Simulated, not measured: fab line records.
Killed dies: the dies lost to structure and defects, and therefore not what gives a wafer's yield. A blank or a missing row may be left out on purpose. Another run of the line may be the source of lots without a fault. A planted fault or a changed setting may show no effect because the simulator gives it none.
Matching of chambers -- flow n5 finfet -- N5_BEOL_M9_DEP_56 on pecvd-04: 3 sister chambers
The step deposits SiCN from 3MS/NH3, target thk 15 nm, time 26.5 s. 16 wafers are shown with their chamber, then 8 later ones without.

## WAFERS WITH THEIR CHAMBER
wafer,chamber,throttle valve pct (%),showerhead plenum p Torr (Torr),rf fwd power W (W)
L074.2,0,9.0,3.669,199.7
L074.3,2,9.0,3.662,200.4
L074.4,0,8.8,3.684,199.9
L078.3,0,8.9,3.691,200.4
L078.5,2,9.3,3.654,200.2
L078.6,0,9.0,3.662,200.5
L079.1,1,8.8,3.665,199.5
L079.2,2,9.1,3.659,199.9
L079.6,0,8.8,3.664,198.4
L083.1,2,9.1,3.663,200.0
L083.2,1,9.2,3.662,200.2
L083.6,2,9.6,3.659,200.5
L080.1,1,9.0,3.662,199.1
L080.2,2,9.2,3.663,200.0
L080.4,1,9.1,3.678,199.0
L096.1,0,8.7,3.681,199.7

SIGNATURES (averages over the wafers above)
reading,chamber 0,chamber 1,chamber 2,scatter within a chamber
throttle valve pct,8.867,9.025,9.217,0.173
showerhead plenum p Torr,3.67517,3.66675,3.66000,0.00847
rf fwd power W,199.767,199.450,200.167,0.556
Rule: a wafer's distance from a chamber is the root of the sum, over the readings, of the square of ((its reading less the chamber's mean) divided by the reading's scatter). If the next closest chamber is less than 2 further off than the closest, the wafer can't be placed; otherwise it belongs to the closest. How the scatter is found: for the shown wafers, subtract from each reading the mean of its chamber, square and add these, divide the total by (wafers less chambers), then take the root.

## WAFERS WITH NO CHAMBER GIVEN
wafer,throttle valve pct (%),showerhead plenum p Torr (Torr),rf fwd power W (W)
L096.2,9.2,3.659,199.4
L096.3,9.0,3.667,200.3
L096.4,9.3,3.654,200.2
L096.5,8.6,3.672,199.5
L096.6,9.4,3.668,200.2
L097.1,8.9,3.672,201.1
L097.4,9.2,3.670,199.6
L097.5,9.1,3.676,200.7

## EACH ONE'S CHAMBER
wafer,from the rows above,in truth
L096.2,can't be placed: 1 or 2 or 0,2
L096.3,can't be placed: 2 or 1 or 0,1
L096.4,can't be placed: 2 or 1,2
L096.5,can't be placed: 0 or 1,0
L096.6,can't be placed: 2 or 1 or 0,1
L097.1,can't be placed: 0 or 2 or 1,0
L097.4,can't be placed: 1 or 2 or 0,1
L097.5,can't be placed: 0 or 2 or 1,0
Correctly placed: 0 of 8. Not placeable from these rows: 8 (in 8, the candidates include the true chamber). Placed wrongly: 0.
